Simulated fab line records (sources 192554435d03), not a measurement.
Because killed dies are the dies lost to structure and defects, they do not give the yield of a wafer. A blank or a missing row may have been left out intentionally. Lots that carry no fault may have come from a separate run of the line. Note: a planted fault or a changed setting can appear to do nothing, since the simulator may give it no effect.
Which tool is to blame? + flow n5Finfet + Sampling: 9 lots, 27 wafers, 6 of 1938 route steps

## WHAT EACH GAUGE READ, for each wafer
N5_ILD0_THK_MEAS_08.
| lot  | measured    | on           | thkNm (nm)        |
|------|-------------|--------------|-------------------|
| L904 | day 4 07:59 | filmMetro-01 | 140.0 139.6 140.9 |
| L907 | day 5 05:40 | filmMetro-02 | 139.0 139.2 139.9 |
| L911 | day 6 08:50 | filmMetro-01 | 139.5 140.0 138.9 |
| L912 | day 6 17:56 | filmMetro-02 | 138.8 138.5 138.4 |
| L919 | day 8 00:22 | filmMetro-01 | 197.2 196.9 196.6 |
| L920 | day 8 10:01 | filmMetro-01 | 197.5 198.1 198.5 |
| L921 | day 8 18:17 | filmMetro-01 | 196.8 197.7 196.3 |
| L923 | day 9 04:28 | filmMetro-01 | 138.1 138.4 138.4 |
| L924 | day 9 07:12 | filmMetro-02 | 138.6 139.3 139.1 |

N5_SDB_INSPECT_13: inspects for defects (brightfield).
| lot  | measured    | on               | rawDefectCount |
|------|-------------|------------------|----------------|
| L904 | day 4 11:47 | defectInspect-01 | 83 65 66       |
| L907 | day 5 09:52 | defectInspect-02 | 42 87 115      |
| L911 | day 6 12:37 | defectInspect-02 | 104 96 105     |
| L912 | day 6 21:49 | defectInspect-01 | 46 44 100      |
| L923 | day 9 08:56 | defectInspect-01 | 53 97 56       |
| L924 | day 9 10:59 | defectInspect-02 | 61 70 58       |

N5_BEOL_M4_RC_MEAS_101.
| lot  | measured     | on        | DIBL_N (mV/V)  | DIBL_P (mV/V)  | IOFF_N (nA/um)    | IOFF_P (nA/um)    | ION_N (uA/um) | ION_P (uA/um) | SS_N (mV/dec)  | SS_P (mV/dec)  | VT_N (mV)         | VT_P (mV)      |
|------|--------------|-----------|----------------|----------------|-------------------|-------------------|---------------|---------------|----------------|----------------|-------------------|----------------|
| L904 | day 8 21:08  | prober-02 | 35.0 36.4 38.2 | 34.9 36.8 38.8 | 0.137 0.176 0.212 | 0.171 0.195 0.222 | 663 682 686   | 453 464 456   | 70.7 71.5 71.1 | 72.3 73.4 73.6 | 250.8 245.6 243.2 | -255 -254 -252 |
| L907 | day 9 17:58  | prober-01 | 39.1 38.6 38.9 | 38.6 37.1 37.1 | 0.197 0.182 0.195 | 0.257 0.242 0.238 | 682 665 678   | 466 454 458   | 72.3 71.6 73.4 | 73.6 74.0 73.4 | 247.3 248.6 250.4 | -245 -246 -249 |
| L911 | day 10 22:15 | prober-01 | 37.1 36.2 36.8 | 37.5 36.3 37.2 | 0.163 0.154 0.159 | 0.199 0.191 0.209 | 676 679 664   | 461 459 455   | 72.0 71.6 71.5 | 73.3 73.1 73.6 | 248.6 250.6 250.3 | -251 -253 -253 |
| L912 | day 11 00:20 | prober-01 | 38.0 35.7 35.8 | 37.9 35.1 35.1 | 0.180 0.140 0.141 | 0.227 0.175 0.172 | 677 677 655   | 463 456 449   | 71.9 71.7 71.4 | 73.6 73.2 72.9 | 247.7 252.3 253.1 | -250 -255 -254 |
| L923 | day 13 14:47 | prober-01 | 33.6 36.1 33.8 | 33.7 36.6 33.5 | 0.105 0.139 0.106 | 0.161 0.207 0.159 | 653 663 644   | 456 461 452   | 71.3 71.6 70.9 | 72.2 73.2 72.9 | 254.8 251.6 255.0 | -251 -251 -254 |
| L924 | day 13 19:38 | prober-01 | 35.3 37.3 35.1 | 34.7 35.9 34.5 | 0.137 0.166 0.135 | 0.179 0.192 0.178 | 669 671 668   | 460 452 457   | 71.7 71.9 71.5 | 72.8 72.1 72.3 | 250.5 249.3 253.9 | -255 -252 -253 |

## WHICH TOOL RAN EACH LOT (tool, then ch and the chambers of the sampled wafers, then the start)
| lot  | N5_SD_EPI_P_SD_RECESS_17       | N5_ILD0_CMP_07               | N5_SDB_ETCH_17                   |
|------|--------------------------------|------------------------------|----------------------------------|
| L904 | rieSi-01 ch 0,1,3, day 3 23:53 | cmp-02 ch 0,1,2, day 4 07:46 | rieDiel-01 ch 0,1, day 4 11:52   |
| L907 | rieSi-03 ch 0,1,3, day 4 22:20 | cmp-01 ch 0,3, day 5 05:23   | rieDiel-03 ch 1,3, day 5 10:20   |
| L911 | rieSi-02 ch 1,2,3, day 6 01:25 | cmp-04 ch 1,2, day 6 08:32   | rieDiel-03 ch 0,1, day 6 12:41   |
| L912 | rieSi-02 ch 2,3, day 6 10:58   | cmp-01 ch 1,3, day 6 17:39   | rieDiel-05 ch 1,2,3, day 6 22:03 |
| L919 | rieSi-02 ch 1,2,3, day 7 17:29 | cmp-02 ch 2,3, day 8 00:07   | -                                |
| L920 | rieSi-01 ch 0,3, day 8 01:14   | cmp-02 ch 0,1,2, day 8 09:43 | -                                |
| L921 | rieSi-01 ch 1,2,3, day 8 10:23 | cmp-01 ch 1,3, day 8 18:01   | -                                |
| L923 | rieSi-01 ch 2,3, day 8 20:46   | cmp-02 ch 0,1,2, day 9 04:17 | rieDiel-03 ch 2,3, day 9 09:19   |
| L924 | rieSi-03 ch 2,3, day 9 00:23   | cmp-02 ch 0,2,3, day 9 07:01 | rieDiel-01 ch 1,2,3, day 9 11:03 |
- N5_SD_EPI_P_SD_RECESS_17: chemistry HBr/Cl2/O2, target depth 39.1 nm, bt time 3 s.
- N5_ILD0_CMP_07: polishes SiO2 flowable, stops on poly-Si, t overpolish 1.18 s, target thk 138.88 nm.
- N5_SDB_ETCH_17: etches SiARC in CF4, target depth 23.4 nm, time 39 s.

## WHAT THE TOOLS THEMSELVES READ (means of the sampled wafers that have a number; where no wafer has one, the mark that the record gives instead)
N5_SD_EPI_P_SD_RECESS_17.
| lot  | tool     | drypumpMotorCurrentA (A) | mfcCl2Sccm (sccm) | oesProductAu (a.u.) | throttleValvePct (%) |
|------|----------|--------------------------|-------------------|---------------------|----------------------|
| L904 | rieSi-01 | 5.53                     | 80.06             | 0.988               | 37.24                |
| L907 | rieSi-03 | 5.67                     | 80.10             | 1.005               | 37.12                |
| L911 | rieSi-02 | 5.82                     | 79.99             | 0.989               | 37.11                |
| L912 | rieSi-02 | 5.96                     | 79.82             | 0.983               | 37.26                |
| L919 | rieSi-02 | 5.82                     | 80.05             | 0.995               | 37.11                |
| L920 | rieSi-01 | 5.52                     | 79.86             | 0.978               | 37.38                |
| L921 | rieSi-01 | 5.72                     | 80.00             | 0.988               | 37.19                |
| L923 | rieSi-01 | 5.87                     | 79.96             | 1.000               | 37.14                |
| L924 | rieSi-03 | 5.74                     | 79.86             | 1.003               | 37.33                |

N5_ILD0_CMP_07.
| lot  | tool   | edgeZonePressureFrac | headPressurePsi (psi) | motorCurrentA (A) | slurryFilterDpKPa (kPa) |
|------|--------|----------------------|-----------------------|-------------------|-------------------------|
| L904 | cmp-02 | 1.006                | 4.140                 | 12.2              | 13.57                   |
| L907 | cmp-01 | 0.999                | 4.158                 | 10.5              | 13.62                   |
| L911 | cmp-04 | 0.999                | 4.158                 | 12.2              | 13.53                   |
| L912 | cmp-01 | 1.004                | 4.143                 | 11.5              | 13.58                   |
| L919 | cmp-02 | -                    | -                     | -                 | -                       |
| L920 | cmp-02 | -                    | -                     | -                 | -                       |
| L921 | cmp-01 | -                    | -                     | -                 | -                       |
| L923 | cmp-02 | 1.002                | 4.150                 | 12.2              | 13.54                   |
| L924 | cmp-02 | 1.001                | 4.141                 | 11.4              | 13.37                   |

N5_SDB_ETCH_17.
| lot  | tool       | drypumpMotorCurrentA (A) | etchRfOnTimeS (s) | oesProductAu (a.u.) | rfVppV (V) | showerheadPlenumPTorr (Torr) | throttleValvePct (%) |
|------|------------|--------------------------|-------------------|---------------------|------------|------------------------------|----------------------|
| L904 | rieDiel-01 | 5.7                      | 40.1              | 0.61                | 184.2      | 2.16                         | 15.47                |
| L907 | rieDiel-03 | 5.9                      | 39.0              | 0.70                | 185.2      | 2.20                         | 15.33                |
| L911 | rieDiel-03 | 6.1                      | 38.7              | 0.76                | 184.7      | 2.16                         | 15.37                |
| L912 | rieDiel-05 | 5.9                      | 39.6              | 0.62                | 184.2      | 2.13                         | 15.76                |
| L923 | rieDiel-03 | 6.5                      | 39.1              | 0.63                | 184.0      | 2.16                         | 15.82                |
| L924 | rieDiel-01 | 5.5                      | 39.1              | 0.66                | 184.7      | 2.18                         | 15.41                |

## THE ANSWER, worked out from the rows above alone
Rule: usual is defined by the lots themselves. Put in order of their means at a reading, lots are off if they are a third of the lots or fewer, leave a main group of 4 or more, and stand apart from it by a gap of 3 or more times the standard deviation of the main group's means; of several such gaps the widest counts. If all means in a main group match to the digits the tables above print for the reading, that group is not used. A lot without any number at a reading at which 4 lots or more have one is off too. The other lots that the step has rows for count as sound. The gauges are gone through in route order, then the tools' own readings, and for those a lot's mean is taken as printed above. The first step at which some lot is off is used, and at that step the reading that is off furthest; a lot without a number counts as furthest.
Off, at N5_ILD0_THK_MEAS_08 on thkNm: L919, L920, L921. The main group has a mean of 139.1 nm with a standard deviation of 0.61.
A tool fits if, at a process step before that reading, it ran every lot that is off, and no sound lot after the first of them. The gauges at N5_ILD0_THK_MEAS_08 aren't tried: what is off there is off at N5_ILD0_CMP_07 too, on other tools, and a gauge's error can't cause that. No candidate that was tried fits.

## WHAT THE SIMULATOR PUT IN
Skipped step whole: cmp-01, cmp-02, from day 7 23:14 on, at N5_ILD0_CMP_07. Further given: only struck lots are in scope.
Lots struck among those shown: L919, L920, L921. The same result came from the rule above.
